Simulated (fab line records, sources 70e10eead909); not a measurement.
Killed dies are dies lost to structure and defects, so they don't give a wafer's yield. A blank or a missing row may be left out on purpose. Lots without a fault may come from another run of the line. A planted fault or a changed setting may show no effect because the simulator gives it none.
fab line records | flow nand_harc
record lots=13 wafers=39 last_day=33
route steps=1302 shown A_BONDPAD@1216 END@1302
lots that met no fault: from a run of the same line without faults
start_h: hours from the record's first day to the start of the lot's first wafer shown | wait_h: hours since the lot's step before | " the same as in the row above | L1.1+2: a row that stands for several wafers | - no value, or no start given | * or withheld: withheld | < > ~ a bound
route shown NAME@n: a module of which the file shows steps, and the number in the route of the first | usual: mean/standard deviation of fault-free wafers | same: alike in all rows | chamber/n: place in a boat | sites: the reading at each site | _std_site: their standard deviation | _edge_site: outer sites' mean less inner sites' | radius_mm: how far each site lies from the wafer's centre | mask NAME#n: copy n | behind: the tool/chamber that last shaped the wafer | hold: why the lot was held/for how many hours/how that ended | device: the transistor (n, p or np) that didn't switch | end of line: the same wafers' tests at the end of the route | a step without rows: its recipe alone | killed: dies lost to structure and defects at the first sort, not the wafer's yield | map: a wafer's dies, x killed, . not, _ none there
set.NAME: the setting as run; set.NAME@STEP: as run at that earlier step | model.NAME: the simulator's own value behind a step, which no gauge read
steps of the route over a sample of lots; a table a step, a row a wafer
services: from which hour (start_h, from the record's first day; less than 0 if before it) a tool's chamber was out of use, for how many hours, and why
## steps
# step NHARC_A_BONDPAD_OVL_MEAS_35
# usual overlay_x_nm=0/5.6 overlay_y_nm=1/6.7
# columns lot.wafer tool chamber start_h wait_h overlay_x_nm overlay_y_nm
L805.2 overlay-01 - 538.54 - 1 0
L805.3 " - " " 1 0
L805.6 " - " " 1 0
L804.4 overlay-01 - 546.41 - -1 0
L804.5 " - " " -1 0
L804.6 " - " " -1 0
L812.1 overlay-02 - 604.88 - 1 2
L812.4 " - " " 1 3
L812.6 " - " " 2 2
L811.1 overlay-01 - 608.85 - 5 4
L811.5 " - " " 4 5
L811.6 " - " " 5 4
L817.4 overlay-01 - 664.14 - -5 4
L817.5 " - " " -5 4
L817.6 " - " " -5 4
L820.1 overlay-01 - 694.11 - -3 4
L820.2 " - " " -3 4
L820.6 " - " " -3 4
L818.2 overlay-02 - 699.89 - -3 -5
L818.4 " - " " -4 -5
L818.5 " - " " -3 -6
L819.2 overlay-01 - 701.01 - -7 -9
L819.4 " - " " -6 -9
L819.6 " - " " -7 -8
L822.3 overlay-01 - 718.61 - -6 7
L822.4 " - " " -7 6
L822.5 " - " " -6 7
L824.1 overlay-01 - 722.76 - -2 -7
L824.2 " - " " -3 -8
L824.6 " - " " -2 -7
L826.1 overlay-01 - 728.19 - 4 -3
L826.3 " - " " 5 -3
L826.6 " - " " 4 -3
L825.2 overlay-01 - 732.07 - -4 6
L825.5 " - " " -3 5
L825.6 " - " " -3 5
L827.3 overlay-01 - 762.26 - 1 -7
L827.4 " - " " 2 -7
L827.6 " - " " 1 -6
# step NHARC_A_BONDPAD_PVD_17
# recipe target_thk_a=50 bias_v=168.6 power_w=15000 chamber_pressure_pa=0.12 time_s=8.06 substrate_temp_c=50 material=TaN
# usual throttle_valve_pct=30.4/1.1
# columns lot.wafer tool chamber start_h wait_h throttle_valve_pct
L805.2 pvd_sputter-01 - - - 31.6
L805.3 " - " " 30.7
L805.6 " - " " 28.2
L804.4 pvd_sputter-01 - - - 31.4
L804.5 " - " " 30.7
L804.6 " - " " 28.5
L812.4 pvd_sputter-01 - - - 31.4
L812.1 " - " " 30.7
L812.6 " - " " 31.6
L811.1 pvd_sputter-03 - - - 30.1
L811.6 " - " " 29.3
L811.5 " - " " 30.0
L817.4 pvd_sputter-01 - - - 31.5
L817.5 " - " " 31.6
L817.6 " - " " 30.8
L820.2 pvd_sputter-02 - - - 31.6
L820.1 " - " " 30.3
L820.6 " - " " 31.5
L818.2 pvd_sputter-01 - - - 31.7
L818.4 " - " " 28.8
L818.5 " - " " 31.5
L819.4 pvd_sputter-02 - - - 29.8
L819.2 " - " " 31.4
L819.6 " - " " 29.9
L822.3 pvd_sputter-01 - - - 30.6
L822.4 " - " " 28.8
L822.5 " - " " 30.6
L824.2 pvd_sputter-01 - - - 31.1
L824.1 " - " " 28.7
L824.6 " - " " 31.6
L826.1 pvd_sputter-01 - - - 31.7
L826.3 " - " " 31.9
L826.6 " - " " 30.8
L825.2 pvd_sputter-03 - - - 28.9
L825.6 " - " " 29.6
L825.5 " - " " 32.1
L827.4 pvd_sputter-03 - - - 31.7
L827.3 " - " " 29.8
L827.6 " - " " 29.0
# step NHARC_A_BONDPAD_ECD_18
# recipe target_thk_a=4000 bath_temp_c=25 material=Cu
# usual bath_heat_duty_pct=6.6/0.89 bath_temp_c=25.00/0.1
# columns lot.wafer tool chamber start_h wait_h bath_heat_duty_pct bath_temp_c
L805.2 ecd_cu-02 1 540.01 - 6.3 24.89
L805.3 " 0 " " 7.0 24.94
L805.6 " 0 " " 7.8 24.76
L804.4 ecd_cu-02 0 547.93 - 7.2 24.94
L804.6 " 0 " " 6.9 25.09
L804.5 " 1 " " 6.6 24.97
L812.1 ecd_cu-01 1 606.37 - - -
L812.4 " 1 " " - -
L812.6 " 0 " " - -
L811.1 ecd_cu-02 1 610.34 - - -
L811.5 " 1 " " - -
L811.6 " 0 " " - -
L817.4 ecd_cu-02 0 665.71 - 8.7 25.01
L817.5 " 1 " " 6.8 24.89
L817.6 " 0 " " 7.5 25.04
L820.1 ecd_cu-02 1 695.66 - 6.8 24.99
L820.2 " 0 " " 7.5 25.22
L820.6 " 0 " " 7.8 24.93
L818.2 ecd_cu-01 1 701.51 - 5.8 24.90
L818.4 " 0 " " 6.4 24.93
L818.5 " 1 " " 6.2 24.97
L819.2 ecd_cu-02 1 702.50 - 7.1 25.03
L819.4 " 1 " " 7.0 24.89
L819.6 " 0 " " 6.7 25.00
L822.4 ecd_cu-01 0 720.59 - 5.2 24.82
L822.3 " 1 " " 5.9 25.05
L822.5 " 0 " " 5.8 25.08
L824.1 ecd_cu-02 1 724.19 - 7.5 25.01
L824.2 " 0 " " 7.2 25.03
L824.6 " 1 " " 6.6 24.80
L826.1 ecd_cu-01 1 729.63 - 7.2 24.94
L826.3 " 0 " " 5.5 25.16
L826.6 " 1 " " 6.1 24.88
L825.2 ecd_cu-02 0 733.54 - 8.3 25.08
L825.5 " 1 " " 6.1 25.01
L825.6 " 0 " " 8.2 25.03
L827.4 ecd_cu-02 0 763.87 - 7.6 25.05
L827.3 " 1 " " 6.4 25.10
L827.6 " 1 " " 6.9 24.97
# step NHARC_A_BONDPAD_THK_MEAS_20
# recipe thk_meas_gauge=xrf
# usual thk_nm=169.7/1.6
# columns lot.wafer tool chamber start_h wait_h hold thk_nm
L805.2 film_metro-01 - 541.00 - - 168.9
L805.3 " - " " - 168.8
L805.6 " - " " - 168.9
L804.4 film_metro-02 - 548.88 - - 166.1
L804.5 " - " " - 168.9
L804.6 " - " " - 169.2
L812.1 film_metro-01 - 607.37 - await_dispo/0.2h/release 30.3
L812.4 " - " " await_dispo/0.2h/release 28.8
L812.6 " - " " await_dispo/0.2h/release 29.8
L812.1 film_metro-01 - 607.55 0.2 - 29.1
L812.4 " - " " - 30.1
L812.6 " - " " - 29.3
L811.1 film_metro-02 - 611.38 - await_dispo/0.2h/release 29.8
L811.5 " - " " await_dispo/0.2h/release 29.7
L811.6 " - " " await_dispo/0.2h/release 32.3
L811.1 film_metro-02 - 611.56 0.2 - 28.4
L811.5 " - " " - 30.8
L811.6 " - " " - 29.1
L817.4 film_metro-01 - 666.60 - - 166.6
L817.5 " - " " - 168.5
L817.6 " - " " - 166.8
L820.1 film_metro-01 - 696.70 - - 170.5
L820.2 " - " " - 169.7
L820.6 " - " " - 168.8
L818.2 film_metro-02 - 702.57 - - 170.5
L818.4 " - " " - 170.8
L818.5 " - " " - 170.0
L819.2 film_metro-01 - 703.58 - - 169.5
L819.4 " - " " - 168.6
L819.6 " - " " - 169.2
L822.3 film_metro-01 - 721.54 - - 168.6
L822.4 " - " " - 166.3
L822.5 " - " " - 166.7
L824.1 film_metro-01 - 725.26 - - 170.8
L824.2 " - " " - 170.4
L824.6 " - " " - 168.4
L826.1 film_metro-02 - 730.68 - - 169.9
L826.3 " - " " - 168.9
L826.6 " - " " - 170.0
L825.2 film_metro-01 - 734.53 - - 171.5
L825.5 " - " " - 168.9
L825.6 " - " " - 169.5
L827.3 film_metro-01 - 764.82 - - 171.8
L827.4 " - " " - 170.9
L827.6 " - " " - 170.1
# step NHARC_A_BONDPAD_INSPECT_23
# usual raw_defect_count=538/120
# columns lot.wafer tool chamber start_h wait_h raw_defect_count
L805.2 defect_inspect-02 - 541.20 0.0 529
L805.3 " - " " 408
L805.6 " - " " 764
L804.4 defect_inspect-01 - 549.08 0.0 622
L804.5 " - " " 615
L804.6 " - " " 681
L817.4 defect_inspect-01 - 666.83 0.0 397
L817.5 " - " " 496
L817.6 " - " " 361
L820.1 defect_inspect-02 - 696.90 0.0 609
L820.2 " - " " 549
L820.6 " - " " 660
L818.2 defect_inspect-01 - 702.79 0.0 431
L818.4 " - " " 680
L818.5 " - " " 600
L819.2 defect_inspect-02 - 703.78 0.0 693
L819.4 " - " " 619
L819.6 " - " " 592
L822.3 defect_inspect-02 - 721.74 0.0 502
L822.4 " - " " 614
L822.5 " - " " 689
L824.1 defect_inspect-01 - 725.49 0.0 613
L824.2 " - " " 587
L824.6 " - " " 530
L826.1 defect_inspect-02 - 730.90 0.0 446
L826.3 " - " " 549
L826.6 " - " " 845
L825.2 defect_inspect-02 - 734.75 0.0 476
L825.5 " - " " 492
L825.6 " - " " 585
L827.3 defect_inspect-01 - 765.02 0.0 498
L827.4 " - " " 551
L827.6 " - " " 452
# step NHARC_END_SORT_01
# recipe temp_c=25
# usual defect_limited_yield=91.6/2.8 killed_at_array=52/18 killed_at_other=0.6/1.1 killed_at_periphery=3.7/2.4 killed_dies=57/19 killed_open=3.1/1.7 killed_short=2.5/1.7 sort_bin_2_pct=3.0/1.2 sort_bin_3_pct=0.6/0.38 sort_bin_4_pct=4.8/1.7 sort_n_pass=620/19 sort_rim_yield_pct=91/4.1 sort_yield_pct=91.6/2.8
# same gross_dies=677 sort_bin_5_pct[%]=0 sort_bin_6_pct[%]=0 sort_bin_7_pct[%]=0 sort_bin_8_pct[%]=0 sort_rim_n_gross=106.00
# columns lot.wafer tool chamber start_h wait_h defect_limited_yield[%] killed_at_array killed_at_other killed_at_periphery killed_dies killed_open killed_short sort_bin_2_pct[%] sort_bin_3_pct[%] sort_bin_4_pct[%] sort_n_pass sort_rim_yield_pct[%] sort_yield_pct[%]
L804.4 prober-01 0 587.12 3.4 94.1 39 0 1 40 2 3 3.5 0.6 1.8 637 94 94.1
L804.5 prober-01 0 587.92 3.7 92.5 48 0 3 51 4 2 2.2 0.4 4.9 626 93 92.5
L804.6 prober-01 0 588.72 4.0 96.0 26 0 1 27 1 2 1.6 0.1 2.2 650 99 96.0
L817.4 prober-02 0 696.42 3.4 97.5 16 0 1 17 3 0 0.6 0.1 1.8 660 99 97.5
L817.5 prober-02 0 697.22 3.7 94.5 32 1 4 37 8 0 1.9 0.1 3.4 640 93 94.5
L817.6 prober-02 0 698.03 4.0 95.4 29 0 2 31 1 2 1.0 0.6 3.0 646 97 95.4
L827.3 prober-01 0 796.18 3.1 90.1 64 0 3 67 3 3 3.0 0.3 6.6 610 93 90.1
L827.4 prober-01 0 796.98 3.4 90.7 60 2 1 63 1 3 3.0 0.7 5.6 614 91 90.7
L827.6 prober-01 0 798.60 4.0 90.0 65 1 2 68 3 2 4.6 1.6 3.8 609 90 90.0
# killed by level:class
L804.4 A_SLIT:chamber_film_flake=23 A_CHANNEL_HOLE_D2:chamber_film_flake=6 A_STAIRCASE:chamber_film_flake=3 A_ONON_D2:geometric_particle:short=2 A_CONTACT:chamber_film_flake=2 P_CONTACT:geometric_particle:open=1 A_ONON_D1:geometric_particle:short=1 A_SGD_CUT:geometric_particle:open=1
L804.5 A_SLIT:chamber_film_flake=24 A_STAIRCASE:chamber_film_flake=6 A_CHANNEL_HOLE_D2:chamber_film_flake=5 A_CONTACT:chamber_film_flake=5 P_GATE:chamber_film_flake=2 A_M1:chamber_film_flake=2 A_ONON_D1:geometric_particle:short=1 A_CHANNEL_HOLE_D1:geometric_particle:open=1
L804.6 A_SLIT:chamber_film_flake=13 A_CHANNEL_HOLE_D2:chamber_film_flake=4 A_M1:chamber_film_flake=3 P_M0:geometric_particle:open=1 A_DECK1_JOINT:geometric_particle:short=1 A_SGD_CUT:geometric_particle:short=1 A_CHANNEL_HOLE_D1:chamber_film_flake=1 A_CHANNEL_FILL_D2:chamber_film_flake=1
L817.4 A_CHANNEL_HOLE_D1:chamber_film_flake=5 A_SLIT:chamber_film_flake=3 A_DECK1_JOINT:chamber_film_flake=2 A_STAIRCASE:chamber_film_flake=2 P_CONTACT:geometric_particle:open=1 A_SGD_CUT:geometric_particle:open=1 A_BLC:geometric_particle:open=1 A_M0:chamber_film_flake=1
L817.5 A_CHANNEL_HOLE_D1:chamber_film_flake=11 A_CONTACT:chamber_film_flake=10 A_STAIRCASE:chamber_film_flake=3 P_M0:geometric_particle:open=2 A_ONON_D1:geometric_particle:open=2 A_M0:geometric_particle:open=2 A_SLIT:chamber_film_flake=2 P_CONTACT:geometric_particle:open=1
L817.6 A_CONTACT:chamber_film_flake=13 A_CHANNEL_HOLE_D1:chamber_film_flake=8 A_SLIT:chamber_film_flake=3 A_STAIRCASE:chamber_film_flake=2 P_M0:geometric_particle:short=1 A_ONON_D1:geometric_particle:short=1 A_M0:geometric_particle:open=1 P_STI:chamber_film_flake=1
L827.3 A_SLIT:chamber_film_flake=26 A_CHANNEL_HOLE_D2:chamber_film_flake=15 A_CONTACT:chamber_film_flake=9 A_DECK1_JOINT:chamber_film_flake=3 A_CHANNEL_FILL_D2:chamber_film_flake=2 A_BLC:chamber_film_flake=2 P_M2:geometric_particle:short=1 A_ONON_D1:geometric_particle:short=1
L827.4 A_SLIT:chamber_film_flake=26 A_CHANNEL_HOLE_D2:chamber_film_flake=17 A_CONTACT:chamber_film_flake=6 A_ZERO_WELL:chamber_film_flake=3 A_BLC:chamber_film_flake=2 THIN_TSV:chamber_film_flake=2 P_CONTACT:geometric_particle:open=1 A_CHANNEL_FILL_D1:geometric_particle:short=1
L827.6 A_SLIT:chamber_film_flake=26 A_CHANNEL_HOLE_D2:chamber_film_flake=22 A_CONTACT:chamber_film_flake=7 A_BLC:chamber_film_flake=3 A_STAIRCASE:chamber_film_flake=2 A_DECK1_JOINT:geometric_particle:short=1 A_ONON_D2:geometric_particle:open=1 A_CHANNEL_FILL_D2:geometric_particle:short=1
## services
# columns tool chamber start_h hours kind
ecd_cu-02 - 517.84 2.9 repair
ecd_cu-02 - 525.17 0.6 repair
pvd_sputter-03 - 526.00 10.0 pm
pvd_sputter-03 - 551.05 10.1 repair
pvd_sputter-02 - 586.16 43.5 repair
ecd_cu-02 - 596.19 8.0 pm
pvd_sputter-01 - 606.38 10.0 pm
ecd_cu-01 - 632.38 2.7 repair
pvd_sputter-02 - 642.42 10.0 pm
ecd_cu-01 - 688.20 8.0 pm
pvd_sputter-03 - 689.47 3.3 repair
pvd_sputter-01 - 689.86 4.0 repair
pvd_sputter-03 - 704.00 10.0 pm
pvd_sputter-02 - 718.68 56.1 repair
ecd_cu-01 - 733.07 1.3 repair
ecd_cu-01 - 749.37 2.9 repair
## key
first_sign step=NHARC_A_BONDPAD_ECD_18 reading=tool_record direction=missing
effect step=NHARC_A_BONDPAD_THK_MEAS_20 reading=visit direction=added
effect step=NHARC_A_BONDPAD_THK_MEAS_20 reading=thk_nm direction=down sigmas=86 usual=169.7 struck=30.1
met_at NHARC_A_BONDPAD_ECD_18
struck_lots L811,L812
scrapped_behind NHARC_A_BONDPAD_THK_MEAS_20 L811.1,L811.5,L811.6,L812.1,L812.4,L812.6
not_acting_at NHARC_A_BONDPAD_OVL_MEAS_35,NHARC_A_BONDPAD_PVD_17,NHARC_A_BONDPAD_INSPECT_23
onset_between 547.93 606.37
fault kind=skipped_step_whole tool=ecd_cu-01,ecd_cu-02 chamber=- onset_h=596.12 steps=NHARC_A_BONDPAD_ECD_18 scope=struck_lots_only
